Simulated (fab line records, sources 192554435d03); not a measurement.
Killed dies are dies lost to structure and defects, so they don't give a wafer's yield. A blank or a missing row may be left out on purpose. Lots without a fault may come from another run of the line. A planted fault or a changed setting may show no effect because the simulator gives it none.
fab line records | flow n5_finfet
record lots=5 wafers=15 last_day=18
route steps=1938 shown BEOL_M7@1320 BEOL_M8@1332 PASSIVATION@1936
lots that met no fault: from a run of the same line without faults
start_h: hours from the record's first day to the start of the lot's first wafer shown | wait_h: hours since the lot's step before | " the same as in the row above | L1.1+2: a row that stands for several wafers | - no value, or no start given | * or withheld: withheld | < > ~ a bound
route shown NAME@n: a module of which the file shows steps, and the number in the route of the first | usual: mean/standard deviation of fault-free wafers | same: alike in all rows | chamber/n: place in a boat | sites: the reading at each site | _std_site: their standard deviation | _edge_site: outer sites' mean less inner sites' | radius_mm: how far each site lies from the wafer's centre | mask NAME#n: copy n | behind: the tool/chamber that last shaped the wafer | hold: why the lot was held/for how many hours/how that ended | device: the transistor (n, p or np) that didn't switch | end of line: the same wafers' tests at the end of the route | a step without rows: its recipe alone | killed: dies lost to structure and defects at the first sort, not the wafer's yield | map: a wafer's dies, x killed, . not, _ none there
set.NAME: the setting as run; set.NAME@STEP: as run at that earlier step | model.NAME: the simulator's own value behind a step, which no gauge read
lots at some steps of the route; a table a step, a row a wafer
services: from which hour (start_h, from the record's first day; less than 0 if before it) a tool's chamber was out of use, for how many hours, and why
## steps
# step N5_BEOL_M7_ALD_77
# recipe material=TaN target_thk_a=20 temp_c=275 ald_precursor_family=PDMAT ald_co_reactant=NH3 pressure_torr=3 carrier_flow_sccm=1500 pulse_time_s=2 purge_time_s=3 co_reactant_purge_time_s=2 co_reactant_pulse_time_s=3 ald_cycles=40 precursor_vessel_temp_c=75 precursor_vessel_pressure_torr=26.25 precursor_vessel_carrier_sccm=1000
# usual heater_power_w=427/40 precursor_vessel_pressure_torr=26.25/0.051 susceptor_temp_C=275.00/0.17
# same co_reactant_purge_time_s=2
# columns lot.wafer tool chamber start_h wait_h heater_power_w precursor_vessel_pressure_torr susceptor_temp_C
L783.3 ald_metal-04 1 233.00 0.0 455 26.25 275.19
L783.4 " 3 " " 441 26.22 274.95
L783.6 " 3 " " 437 26.22 274.89
L788.2 ald_metal-02 3 244.43 0.0 418 26.21 275.27
L788.4 " 2 " " 434 26.34 275.25
L788.5 " 1 " " 383 26.24 275.22
L797.3 ald_metal-02 3 311.61 0.0 407 26.23 275.18
L797.4 " 0 " " 432 26.29 275.08
L797.5 " 3 " " 414 26.24 275.08
L802.1 ald_metal-02 0 337.08 0.1 418 26.18 275.02
L802.2 " 1 " " 385 26.32 274.85
L802.3 " 3 " " 413 26.25 275.23
L803.2 ald_metal-04 1 353.63 0.3 451 26.17 274.99
L803.4 " 0 " " 404 26.17 274.96
L803.6 " 2 " " 462 26.21 274.90
# step N5_BEOL_M7_SURFACE_TREAT_79
# recipe gas=Ar time_s=* ion_energy_ev=* ion_current_ma_cm2=0.5 pressure_mtorr=* ar_flow_sccm=30
# step N5_BEOL_M7_CVD_78
# recipe material=Co target_thk_a=20 temp_c=withheld precursor=CCTBA/H2 pressure_torr=30 time_s=142.3
# step N5_BEOL_M7_SPUTTER_48
# recipe material=Cu target_thk_a=100 temp_c=-20 bias_v=60 power_w=26000 chamber_pressure_pa=0.13 time_s=1.667
# usual chamber_pressure_pa=0.12999/0.00027 susceptor_temp_C=-20.00/0.085 throttle_valve_pct=30.1/1.5
# columns lot.wafer tool chamber start_h wait_h chamber_pressure_pa susceptor_temp_C throttle_valve_pct
L783.3 pvd_sputter-01 - 233.52 0.1 0.13001 -19.93 28.8
L783.4 " - " " 0.12931 -19.98 31.0
L783.6 " - " " 0.13029 -20.12 29.5
L788.2 pvd_sputter-03 - 244.94 0.1 0.12965 -20.07 33.5
L788.4 " - " " 0.1303 -20.08 27.0
L788.5 " - " " 0.12995 -19.98 29.6
L797.3 pvd_sputter-01 - 312.41 0.1 0.13044 -19.87 30.6
L797.4 " - " " 0.12983 -19.99 29.4
L797.5 " - " " 0.12994 -19.87 30.4
L802.1 pvd_sputter-01 - 338.86 0.1 0.12996 -19.86 31.0
L802.2 " - " " 0.12952 -20.02 30.7
L802.3 " - " " 0.12987 -19.92 30.0
L803.2 pvd_sputter-03 - 355.54 0.2 0.13011 -19.96 27.4
L803.4 " - " " 0.13028 -20.09 33.9
L803.6 " - " " 0.12984 -20.01 30.0
# step N5_BEOL_M7_ECD_50
# recipe material=Cu target_thk_a=3000
# step N5_BEOL_M7_ANNEAL_51
# recipe temp_c=225 time_s=90 ambient=N2
# step N5_BEOL_M7_CMP_52
# recipe stop_on=SiCOH_lowk t_overpolish_s=6.9 down_force_psi=1 platen_rpm=50 clearing_platen_down_force_psi=1.5 clearing_platen_rpm=50 post_cmp_clean=cu_alkaline target_thk_nm=80 clearing_platen_pad_velocity_m_s=0.99484 pad_velocity_m_s=0.99484
# step N5_BEOL_M7_THK_MEAS_53
# recipe thk_meas_gauge=xrf reads=Cu_of_BEOL_M7_ECD_50
# usual M7_THK=78.2/2.2
# columns lot.wafer tool chamber start_h wait_h M7_THK[nm]
L783.3 film_metro-01 - 235.65 - 77.8
L783.4 " - " " 77.1
L783.6 " - " " 77.0
L788.2 film_metro-02 - 246.79 - 80.4
L788.4 " - " " 81.4
L788.5 " - " " 77.0
L797.3 film_metro-01 - 313.36 - 80.6
L797.4 " - " " 77.2
L797.5 " - " " 77.0
L802.1 film_metro-01 - 340.11 - 82.4
L802.2 " - " " 78.7
L802.3 " - " " 75.2
L803.2 film_metro-02 - 356.56 - 77.2
L803.4 " - " " 78.7
L803.6 " - " " 77.3
# step N5_BEOL_M7_PRE_CLEAN_55
# recipe gas=NH3 time_s=15 temp_c=withheld rf_power_w=300
# step N5_BEOL_M7_DEP_56
# recipe material=SiCN target_thk_a=100 temp_c=withheld precursor=3MS/NH3 pressure_torr=3 rf_w=202 time_s=17.5
# step N5_BEOL_M7_RS_MEAS_57
# recipe thk_meas_gauge=four-point-probe reads=Cu_of_BEOL_M7_ECD_50+Co_of_BEOL_M7_CVD_78+TaN_of_BEOL_M7_ALD_77
# usual M7_RS=0.291/0.0091
# columns lot.wafer tool chamber start_h wait_h M7_RS[ohm/sq]
L783.3 film_metro-01 - 235.79 0.1 0.290
L783.4 " - " " 0.293
L783.6 " - " " 0.292
L788.2 film_metro-02 - 246.92 0.1 0.284
L788.4 " - " " 0.280
L788.5 " - " " 0.296
L797.3 film_metro-02 - 313.52 0.1 0.280
L797.4 " - " " 0.296
L797.5 " - " " 0.295
L802.1 film_metro-02 - 340.24 0.1 0.274
L802.2 " - " " 0.287
L802.3 " - " " 0.304
L803.2 film_metro-02 - 356.69 0.1 0.295
L803.4 " - " " 0.288
L803.6 " - " " 0.293
# step N5_BEOL_M7_INSPECT_58
# recipe inspect_instrument=darkfield mode=post_dep
# usual raw_defect_count=79/26
# columns lot.wafer tool chamber start_h wait_h raw_defect_count
L783.3 defect_inspect-01 - 235.81 0.0 76
L783.4 " - " " 69
L783.6 " - " " 59
L788.2 defect_inspect-01 - 246.95 0.0 82
L788.4 " - " " 94
L788.5 " - " " 79
L797.3 defect_inspect-02 - 313.55 0.0 127
L797.4 " - " " 66
L797.5 " - " " 78
L802.1 defect_inspect-02 - 340.26 0.0 68
L802.2 " - " " 71
L802.3 " - " " 61
L803.2 defect_inspect-02 - 356.72 0.0 119
L803.4 " - " " 131
L803.6 " - " " 207
# step N5_BEOL_M8_ILD_DEP_00
# recipe material=SiCOH_lowk target_thk_a=1797.5 temp_c=300 precursor=DEMS/porogen pressure_torr=5 rf_w=500 time_s=33.4
# usual heater_power_w=303/64 showerhead_plenum_p_Torr=5.733/0.02 susceptor_temp_C=299.98/0.21 throttle_valve_pct=13.8/0.51
# columns lot.wafer tool chamber start_h wait_h heater_power_w showerhead_plenum_p_Torr susceptor_temp_C throttle_valve_pct model.SiCOH_lowk_of_BEOL_M8_ILD_DEP_00.thk_nm
L783.3 pecvd-01 0 235.85 0.0 298 5.711 300.00 13.8 180.4
L783.4 " 0 " " 299 5.732 299.76 13.9 183
L783.6 " 2 " " 280 5.710 300.25 13.0 180
L788.2 pecvd-03 1 246.99 0.0 311 5.739 299.75 14.5 178.6
L788.4 " 1 " " 302 5.737 299.76 14.4 180.8
L788.5 " 1 " " 316 5.734 299.72 14.7 180.4
L797.3 pecvd-01 2 313.58 0.0 236 5.710 299.79 13.3 181.2
L797.4 " 0 " " 276 5.711 305.79 14.0 174.6
L797.5 " 1 " " 255 5.730 300.16 14.3 182.8
L802.1 pecvd-04 2 340.30 0.0 317 5.754 299.95 13.7 181
L802.2 " 0 " " 435 5.759 300.35 14.2 178
L802.3 " 1 " " 384 5.740 299.89 13.2 179.8
L803.2 pecvd-04 2 356.76 0.0 328 5.749 299.97 13.5 179.6
L803.4 " 1 " " 372 5.697 299.81 13.0 179.2
L803.6 " 0 " " 413 5.763 299.91 14.2 180.4
# step N5_BEOL_M8_CURE_74
# recipe temp_c=385 time_s=240 ambient=He/Ar material=SiCOH_lowk
# usual lamp_power_pct=52.31/0.06 wafer_temp_C_max=386.9/0.64
# columns lot.wafer tool chamber start_h wait_h lamp_power_pct wafer_temp_C_max
L783.3 uv_cure-02 0 236.07 0.2 52.34 387.9
L783.4 " 0 " " 52.31 387.1
L783.6 " 0 " " 52.21 388.0
L788.2 uv_cure-01 1 247.15 0.1 52.37 386.0
L788.4 " 1 " " 52.34 386.1
L788.5 " 1 " " 52.26 386.2
L797.3 uv_cure-01 1 313.81 0.2 52.31 386.0
L797.4 " 1 " " 52.28 386.4
L797.5 " 1 " " 52.34 386.3
L802.1 uv_cure-01 1 340.36 0.0 52.25 386.2
L802.2 " 1 " " 52.42 386.0
L802.3 " 1 " " 52.27 386.0
L803.2 uv_cure-03 2 356.90 0.1 52.28 387.5
L803.4 " 2 " " 52.26 387.4
L803.6 " 2 " " 52.33 388.3
# step N5_BEOL_M8_THK_MEAS_01
# recipe reads=SiCOH_lowk_of_BEOL_M8_ILD_DEP_00
# usual M8_ILD_THK=155.1/2.2
# columns lot.wafer tool chamber start_h wait_h M8_ILD_THK[nm]
L783.3 film_metro-02 - 236.43 0.3 155.3
L783.4 " - " " 157.9
L783.6 " - " " 155.1
L788.2 film_metro-02 - 247.59 0.4 154.1
L788.4 " - " " 156.0
L788.5 " - " " 155.5
L797.3 film_metro-02 - 314.16 0.3 156.3
L797.4 " - " " 150.4
L797.5 " - " " 157.8
L802.1 film_metro-02 - 340.88 0.4 155.9
L802.2 " - " " 153.5
L802.3 " - " " 155.3
L803.2 film_metro-02 - 357.33 0.4 155.0
L803.4 " - " " 154.5
L803.6 " - " " 155.5
# step N5_BEOL_M8_PECVD_70
# recipe material=SiO2 target_thk_a=200 temp_c=400 precursor=TEOS/O2 pressure_torr=5.5 rf_w=450 teos_flow_sccm=53.8 gas=O2 flow_sccm=3000 time_s=22.7
# usual heater_power_w=715/120 showerhead_plenum_p_Torr=8.76/0.079 susceptor_temp_C=400.00/0.24 throttle_valve_pct=22.1/0.78
# columns lot.wafer tool chamber start_h wait_h heater_power_w showerhead_plenum_p_Torr susceptor_temp_C throttle_valve_pct
L783.3 pecvd-04 1 236.46 0.0 828 8.68 400.11 21.5
L783.4 " 0 " " 1012 8.85 400.06 22.7
L783.6 " 2 " " 636 8.84 400.21 21.5
L788.2 pecvd-04 0 247.62 0.0 836 8.86 399.81 22.9
L788.4 " 0 " " 829 8.89 399.98 22.8
L788.5 " 2 " " 743 8.83 400.41 21.8
L797.3 pecvd-01 2 314.20 0.0 694 8.73 400.24 21.8
L797.4 " 0 " " 588 8.66 399.88 22.4
L797.5 " 1 " " 585 8.74 400.48 23.1
L802.1 pecvd-01 0 340.91 0.0 679 8.64 399.56 22.4
L802.2 " 1 " " 628 8.74 400.01 23.3
L802.3 " 2 " " 607 8.70 399.77 21.5
L803.2 pecvd-03 2 357.37 0.0 580 8.86 400.08 21.2
L803.4 " 2 " " 567 8.84 399.99 21.6
L803.6 " 0 " " 678 8.70 400.25 22.2
# step N5_BEOL_M8_HM_DEP_02
# recipe material=TiN target_thk_a=200 temp_c=25 chamber_pressure_pa=0.49996
# step N5_BEOL_M8_COAT_59
# recipe resist=SOC temp_c=250 time_s=60 spin_rpm=1500 resist_thk_nm=100
# step N5_BEOL_M8_COAT_60
# recipe resist=SiARC temp_c=220 time_s=60 spin_rpm=1500 resist_thk_nm=35
# step N5_BEOL_M8_COAT_05
# recipe resist=CAR-ArF spin_rpm=1500 resist_thk_nm=90
# step N5_BEOL_M8_EBR_07
# recipe solvent=PGMEA ebr_width_mm=1.5
# step N5_BEOL_M8_SOFTBAKE_06
# recipe temp_c=110 time_s=60 resist=CAR-ArF
# step N5_BEOL_M8_EXPOSE_08
# recipe mask_id=M8 na=1.35 source_shape=dipole sigma_inner=0.817 sigma_outer=0.97 polarization=te dose_mj=68.25
# step N5_BEOL_M8_PEB_09
# recipe peb_temp_c=withheld peb_time_s=60 resist=CAR-ArF
# step N5_BEOL_M8_DEVELOP_10
# recipe develop_time_s=30 developer=TMAH resist=CAR-ArF rinse_liquid=diw dry=air_spin dev_temp_c=23
# step N5_BEOL_M8_CD_MEAS_11
# recipe target_cd_nm=38.5 landing_energy_ev=500 detector=se_inlens polarity=opening
# usual cd_nm=38.3/0.47
# columns lot.wafer tool chamber start_h wait_h cd_nm
L783.3 cd_sem-03 0 237.17 - 38.6
L783.4 " 0 " " 39.0
L783.6 " 0 " " 38.3
L788.2 cd_sem-03 0 248.18 - 38.9
L788.4 " 0 " " 38.4
L788.5 " 0 " " 38.3
L797.3 cd_sem-02 0 316.35 - 38.1
L797.4 " 0 " " 37.9
L797.5 " 0 " " 37.9
L802.1 cd_sem-01 0 343.02 - 39.1
L802.2 " 0 " " 38.7
L802.3 " 0 " " 38.8
L803.2 cd_sem-02 0 359.70 - 38.2
L803.4 " 0 " " 37.6
L803.6 " 0 " " 37.8
# step N5_BEOL_M8_OVL_MEAS_12
# recipe points_per_wafer=44
# usual M8_OVL=-0.2/0.67
# columns lot.wafer tool chamber start_h wait_h M8_OVL[nm]
L783.3 overlay-01 0 237.22 0.1 -0.6
L783.4 " 0 " " 0.5
L783.6 " 0 " " 0.7
L788.2 overlay-01 0 248.21 0.0 -0.7
L788.4 " 0 " " 0.4
L788.5 " 0 " " -0.8
L797.3 overlay-02 0 316.37 0.0 -0.5
L797.4 " 0 " " 0.8
L797.5 " 0 " " 0.3
L802.1 overlay-02 0 343.05 0.0 -0.2
L802.2 " 0 " " -0.2
L802.3 " 0 " " -0.2
L803.2 overlay-02 0 359.73 0.0 -0.3
L803.4 " 0 " " -1.1
L803.6 " 0 " " -1.3
# step N5_BEOL_M8_INSPECT_13
# recipe mode=adi inspect_instrument=brightfield
# usual raw_defect_count=440/96
# columns lot.wafer tool chamber start_h wait_h raw_defect_count
L783.3 defect_inspect-01 - 237.25 0.0 515
L783.4 " - " " 357
L783.6 " - " " 489
L788.2 defect_inspect-02 - 248.24 0.0 439
L788.4 " - " " 495
L788.5 " - " " 413
L797.3 defect_inspect-02 - 316.40 0.0 519
L797.4 " - " " 477
L797.5 " - " " 372
L802.1 defect_inspect-01 - 343.08 0.0 420
L802.2 " - " " 351
L802.3 " - " " 289
L803.2 defect_inspect-02 - 359.76 0.0 575
L803.4 " - " " 522
L803.6 " - " " 789
# step N5_BEOL_M8_DESCUM_16
# recipe chemistry=O2 time_s=7.9 source_power_w=50 bias_power_w=20 pressure_mtorr=20 rf_frequency_hz=2.712e+07 temp_c=40 resist=CAR-ArF o2_flow_sccm=225
# step N5_BEOL_M8_ETCH_61
# recipe chemistry=CF4 target=SiARC target_depth_a=455 mask_material=CAR-ArF time_s=75.8 ion_energy_ev=80 pressure_mtorr=40 source_w=545 bias_w=36 Ar_flow_sccm=100 cf4_flow_sccm=100 ends=cleared
# step N5_BEOL_M8_ETCH_62
# recipe chemistry=N2/H2 target=SOC target_depth_a=1100 overetch_a=220 mask_material=SiARC temp_c=40 time_s=165 ion_energy_ev=200 pressure_mtorr=30 source_w=840 bias_w=150 n2_flow_sccm=200 h2_flow_sccm=200
# step N5_BEOL_M8_STRIP_68
# recipe chemistry=N2/H2 temp_c=40 n2_flow_sccm=200 h2_flow_sccm=200 rf_frequency_hz=6e+07
# step N5_BEOL_M8_STRIP_67
# recipe chemistry=CF4 resist=SiARC power_w=300 bias_power_w=75 pressure_mtorr=50 cf4_flow_sccm=150 rf_frequency_hz=6e+07
# step N5_BEOL_M8_HM_OPEN_17
# recipe chemistry=Cl2/BCl3 target_depth_a=200 overetch_a=60 target=TiN mask_material=SOC ion_energy_ev=150 pressure_mtorr=10 icp_w=1000 bias_w=126 Cl2_flow_sccm=53.25 bcl3_flow_sccm=21.75 Ar_flow_sccm=25
# step N5_BEOL_M8_STRIP_19
# recipe chemistry=O2 power_w=400 temp_c=40 pressure_mtorr=30 rf_frequency_hz=6e+07 bias_power_w=0 overash_fraction=0.2 o2_flow_sccm=225
# usual drypump_motor_current_A=5.7/0.4 oes_product_au=0.81/0.085 rf_vpp_V=3.7/0.6 showerhead_plenum_p_Torr=2.08/0.08 throttle_valve_pct=16.65/0.22
# columns lot.wafer tool chamber start_h wait_h drypump_motor_current_A oes_product_au rf_hours_counter_h rf_vpp_V showerhead_plenum_p_Torr throttle_valve_pct
L783.3 rie_diel-01 2 238.66 0.2 5.8 0.86 47 4.7 2.07 16.80
L783.4 " 0 " " 4.8 0.66 250 3.0 2.06 17.08
L783.6 " 0 " " 4.8 0.67 - 3.3 2.06 17.07
L788.2 rie_diel-03 1 248.66 0.1 5.9 0.88 39 3.2 2.16 16.33
L788.4 " 2 " " 5.8 0.96 5 4.5 2.25 16.64
L788.5 " 3 " " 5.8 0.77 - 3.6 2.12 16.91
L797.3 rie_diel-03 1 317.47 0.4 5.9 0.84 62 3.6 2.15 16.39
L797.4 " 0 " " 5.2 0.69 234 4.3 1.97 16.68
L797.5 " 2 " " 5.8 0.90 - 5.3 2.24 16.70
L802.1 rie_diel-03 1 344.61 0.1 5.9 0.83 72 4.3 2.14 16.41
L802.2 " 0 " " 5.2 0.67 244 3.5 1.97 16.68
L802.3 " 3 " " 5.8 0.74 154 3.7 2.11 16.99
L803.2 rie_diel-01 1 360.60 0.3 6.3 0.83 62 3.5 2.05 16.59
L803.4 " 0 " " 4.9 0.86 35 3.8 2.04 16.73
L803.6 " 2 " " 5.8 0.82 - 4.4 2.05 16.90
# step N5_BEOL_M8_CD_MEAS_18
# recipe pitch_nm=80 target_cd_nm=40
# usual cd_nm=40.0/0.52
# columns lot.wafer tool chamber start_h wait_h cd_nm
L783.3 cd_sem-01 - 238.73 0.1 40.6
L783.4 " - " " 40.2
L783.6 " - " " 39.8
L788.2 cd_sem-02 - 248.73 0.1 40.4
L788.4 " - " " 39.0
L788.5 " - " " 40.1
L797.3 cd_sem-01 - 317.54 0.1 40.0
L797.4 " - " " 39.4
L797.5 " - " " 39.5
L802.1 cd_sem-02 - 344.68 0.1 40.9
L802.2 " - " " 39.8
L802.3 " - " " 40.8
L803.2 cd_sem-03 - 360.67 0.1 39.2
L803.4 " - " " 39.3
L803.6 " - " " 39.4
# step N5_BEOL_M8_COAT_63
# recipe resist=SOC temp_c=250 time_s=60 spin_rpm=1500 resist_thk_nm=60
# step N5_BEOL_M8_COAT_64
# recipe resist=SiARC temp_c=220 time_s=60 spin_rpm=1500 resist_thk_nm=12
# step N5_BEOL_M8_COAT_71
# recipe resist=underlayer temp_c=205 time_s=60 spin_rpm=1500 resist_thk_nm=5
# step N5_BEOL_M8_COAT_22
# recipe resist=CAR-EUV spin_rpm=1500 resist_thk_nm=30
# step N5_BEOL_M8_EBR_24
# recipe solvent=PGMEA ebr_width_mm=1.5
# step N5_BEOL_M8_SOFTBAKE_23
# recipe temp_c=110 time_s=60 resist=CAR-EUV
# step N5_BEOL_M8_CMP_52
# recipe stop_on=SiCOH_lowk t_overpolish_s=6.9 down_force_psi=1 platen_rpm=50 clearing_platen_down_force_psi=1.5 clearing_platen_rpm=50 post_cmp_clean=cu_alkaline target_thk_nm=80 clearing_platen_pad_velocity_m_s=0.99484 pad_velocity_m_s=0.99484
# usual barrier_field_endpoint_s=28.9/0.86 motor_current_A=6.0/0.77 overpolish_run_s=6.899/0.01 time_to_endpoint_s=62/3.2
# columns lot.wafer tool chamber start_h wait_h barrier_field_endpoint_s motor_current_A overpolish_run_s time_to_endpoint_s model.SiCOH_lowk_of_BEOL_M8_ILD_DEP_00.thk_nm
L783.3 cmp-03 2 245.14 0.2 29.6 6.6 6.908 65 152.4
L783.4 " 3 " " 29.8 5.4 6.894 66 154.8
L783.6 " 1 " " 29.4 7.2 6.873 63 152.2
L788.4 cmp-04 1 252.88 0.4 27.6 6.1 6.881 60 153
L788.2 " 2 " " 28.8 5.4 6.908 64 151
L788.5 " 0 " " 28.2 5.0 6.895 60 152.4
L797.4 cmp-04 3 320.86 0.1 29.2 7.1 6.890 61 147.6
L797.3 " 2 " " 28.9 5.7 6.884 62 153.2
L797.5 " 0 " " 27.0 5.0 6.896 59 154.8
L802.3 cmp-04 1 350.74 0.2 29.1 6.3 6.889 61 152
L802.1 " 3 " " 29.7 6.8 6.901 68 153
L802.2 " 0 " " 28.5 4.9 6.893 61 150.4
L803.4 cmp-01 3 366.86 0.2 28.7 5.3 6.911 58 151.4
L803.2 " 0 " " 29.2 6.6 6.901 61 151.8
L803.6 " 1 " " 28.3 6.4 6.906 62 152.6
# step N5_PASSIVATION_PROBE_49
# usual defect_limited_yield=91.2/1.6 killed_at_M0_to_M3=35/11 killed_at_M4_up=14/5.4 killed_at_contacts=13/6 killed_at_front_end=38/11 killed_at_other=3.4/2.6 killed_dies=104/19 killed_open=68/13 killed_short=34/8.5 sort_bin_5_function=5.1/1 sort_bin_6_memory=3.3/0.72 sort_n_pass=1075/22 sort_yield_pct=91.1/1.9
# same gross_dies=1180 killed_at_back_side=0 sort_bin_4_leakage[%]=0 sort_bin_8_speed[%]=0
# columns lot.wafer tool chamber start_h wait_h defect_limited_yield[%] killed_at_M0_to_M3 killed_at_M4_up killed_at_contacts killed_at_front_end killed_at_other killed_dies killed_open killed_short sort_bin_5_function[%] sort_bin_6_memory[%] sort_n_pass sort_yield_pct[%]
L783.3 prober-01 - 319.48 0.1 92.4 42 3 12 30 3 90 58 30 4.3 2.8 1090 92.4
L783.4 prober-01 - 319.53 0.2 88.7 37 9 20 61 6 133 83 48 7.2 3.7 1047 88.7
L783.6 prober-01 - 319.63 0.3 87.9 75 7 15 37 9 143 83 57 6.0 5.0 1037 87.9
L788.2 prober-01 - 333.53 0.1 91.4 41 22 4 34 1 102 70 32 4.8 3.6 1078 91.4
L788.4 prober-01 - 333.63 0.2 91.1 37 10 15 40 3 105 69 30 4.9 3.2 1075 91.1
L788.5 prober-01 - 333.68 0.2 93.3 29 14 4 30 2 79 49 29 4.5 2.0 1101 93.3
L797.3 prober-01 - 396.53 0.1 91.7 30 12 12 42 2 98 59 38 4.5 3.6 1082 91.7
L797.4 prober-01 - 396.58 0.2 90.8 32 15 16 42 3 108 78 28 6.0 2.9 1072 90.8
L797.5 prober-01 - 396.63 0.2 92.8 15 11 14 45 0 85 51 32 4.2 2.9 1095 92.8
L802.1 prober-01 - 422.17 0.4 93.6 17 16 10 28 4 75 47 27 3.7 2.4 1105 93.6
L802.2 prober-01 - 422.22 0.5 90.9 28 24 10 43 2 107 64 43 5.8 2.9 1073 90.9
L802.3 prober-01 - 422.27 0.5 92.5 27 18 8 29 6 88 62 24 4.2 2.9 1092 92.5
# killed by level:class
L783.3 BEOL_M0_SAQP:geometric_particle:short=12 MOL_CONTACT_COAG:geometric_particle:open=10 BEOL_M2:geometric_particle:open=9 STI_FIN_REVEAL:geometric_particle:open=7 BEOL_M0_SAQP:geometric_particle:open=7 BEOL_M1:geometric_particle:open=5 BEOL_M3:geometric_particle:open=5 FIN_SAQP:geometric_particle:open=4
L783.4 STI_FIN_REVEAL:geometric_particle:open=18 FIN_SAQP:geometric_particle:short=17 MOL_CONTACT_COAG:geometric_particle:open=16 BEOL_M2:geometric_particle:open=11 FIN_SAQP:geometric_particle:open=8 BEOL_M0_SAQP:geometric_particle:short=8 BEOL_M1:geometric_particle:open=6 GATE_CUT:geometric_particle:short=4
L783.6 BEOL_M0_SAQP:geometric_particle:short=21 BEOL_M0_SAQP:geometric_particle:open=16 MOL_CONTACT_COAG:geometric_particle:open=12 BEOL_M2:geometric_particle:open=11 BEOL_M3:geometric_particle:open=9 FIN_SAQP:geometric_particle:open=7 STI_FIN_REVEAL:geometric_particle:open=7 BEOL_M3:geometric_particle:short=7
L788.2 BEOL_M4:geometric_particle:open=11 BEOL_M0_SAQP:geometric_particle:short=9 BEOL_M3:geometric_particle:open=9 FIN_SAQP:geometric_particle:short=7 BEOL_M0_SAQP:geometric_particle:open=7 BEOL_M2:geometric_particle:open=7 FIN_SAQP:geometric_particle:open=6 STI_FIN_REVEAL:geometric_particle:open=4
L788.4 MOL_CONTACT_COAG:geometric_particle:open=11 BEOL_M2:geometric_particle:open=9 BEOL_M3:geometric_particle:open=8 BEOL_M1:geometric_particle:open=7 FIN_SAQP:geometric_particle:open=5 GATE_CUT:geometric_particle:short=5 BEOL_M2:geometric_particle:short=5 BEOL_M4:geometric_particle:open=5
L788.5 BEOL_M3:geometric_particle:open=11 FIN_SAQP:geometric_particle:short=8 BEOL_M0_SAQP:geometric_particle:short=6 GATE_CUT:geometric_particle:open=5 DUMMY_GATE:geometric_particle:open=4 GATE_CUT:geometric_particle:short=4 BEOL_M0_SAQP:geometric_particle:open=4 BEOL_M2:geometric_particle:open=4
L797.3 FIN_SAQP:geometric_particle:short=11 MOL_CONTACT_COAG:geometric_particle:open=11 STI_FIN_REVEAL:geometric_particle:open=9 BEOL_M0_SAQP:geometric_particle:short=9 FIN_SAQP:geometric_particle:open=8 BEOL_M0_SAQP:geometric_particle:open=8 GATE_CUT:geometric_particle:short=5 BEOL_M4:geometric_particle:open=5
L797.4 FIN_SAQP:geometric_particle:open=13 MOL_CONTACT_COAG:geometric_particle:open=13 BEOL_M0_SAQP:geometric_particle:open=11 STI_FIN_REVEAL:geometric_particle:open=10 BEOL_M0_SAQP:geometric_particle:short=7 FIN_SAQP:geometric_particle:short=6 BEOL_M2:geometric_particle:open=6 BEOL_M4:geometric_particle:open=5
L797.5 STI_FIN_REVEAL:geometric_particle:open=15 MOL_CONTACT_COAG:geometric_particle:open=11 FIN_SAQP:geometric_particle:open=6 FIN_SAQP:geometric_particle:short=6 BEOL_M0_SAQP:geometric_particle:short=5 DUMMY_GATE:geometric_particle:short=4 GATE_CUT:geometric_particle:short=4 BEOL_M0_SAQP:geometric_particle:open=4
L802.1 MOL_CONTACT_COAG:geometric_particle:open=7 BEOL_M2:geometric_particle:open=6 ILD0:geometric_particle:open=5 GATE_CUT:geometric_particle:open=5 ILD0:geometric_particle:short=4 GATE_CUT:geometric_particle:short=4 MOL_CONTACT_COAG:geometric_particle:short=3 BEOL_M0_SAQP:geometric_particle:open=3
L802.2 BEOL_M4:geometric_particle:open=13 BEOL_M0_SAQP:geometric_particle:open=12 FIN_SAQP:geometric_particle:short=11 BEOL_M0_SAQP:geometric_particle:short=10 FIN_SAQP:geometric_particle:open=9 STI_FIN_REVEAL:geometric_particle:open=9 MOL_CONTACT_COAG:geometric_particle:open=8 ILD0:geometric_particle:short=4
L802.3 STI_FIN_REVEAL:geometric_particle:open=10 BEOL_M0_SAQP:geometric_particle:open=9 BEOL_M0_SAQP:geometric_particle:short=9 MOL_CONTACT_COAG:geometric_particle:open=8 FIN_SAQP:geometric_particle:open=6 FIN_SAQP:geometric_particle:short=5 BEOL_M2:geometric_particle:open=5 BEOL_M4:geometric_particle:open=5
## services
# columns tool chamber start_h hours kind
uv_cure-03 - 209.58 1.0 pm
cmp-01 - 213.24 2.2 repair
ald_metal-04 2 218.00 7.0 repair
rie_diel-03 - 219.88 28.1 pm
cmp-04 - 221.30 4.0 pm
ald_metal-02 - 233.95 8.7 pm
pvd_sputter-03 - 239.40 1.2 repair
pecvd-03 2 241.42 8.2 repair
ald_metal-02 2 246.00 30.5 repair
cmp-04 - 253.92 7.0 pm
ald_metal-04 - 284.19 6.0 pm
ald_metal-02 1 292.96 3.3 repair
rie_diel-01 2 306.55 1.8 repair
ald_metal-04 - 307.40 8.7 pm
rie_diel-01 - 317.64 2.8 pm
ald_metal-04 - 318.94 2.8 pm
uv_cure-01 - 324.70 12.8 repair
ald_metal-02 - 337.34 14.0 pm
pecvd-03 - 352.80 0.8 pm
pvd_sputter-01 - 352.83 2.6 repair
pecvd-04 - 357.00 0.6 repair
cmp-04 - 357.06 31.8 repair
ald_metal-04 0 358.43 3.5 repair
rie_diel-01 - 365.55 15.6 pm
## key
first_sign step=N5_BEOL_M8_ILD_DEP_00 reading=susceptor_temp_C direction=up sigmas=28 usual=* struck=*
effect none on later readings
model_effect step=N5_BEOL_M8_ILD_DEP_00 value=SiCOH_lowk_of_BEOL_M8_ILD_DEP_00.thk_nm without=180.6 struck=174.6
model_effect step=N5_BEOL_M8_CMP_52 value=SiCOH_lowk_of_BEOL_M8_ILD_DEP_00.thk_nm without=152.8 struck=147.6
met_at N5_BEOL_M8_ILD_DEP_00
struck_wafers L797.4
onset_between 235.85 313.58
fault kind=process_parameter_drift tool=pecvd-01 chamber=0 onset_h=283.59 steps=N5_BEOL_M8_ILD_DEP_00 channel=temp_c offset=* shape=step end_h=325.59 acts_in=* stated=*
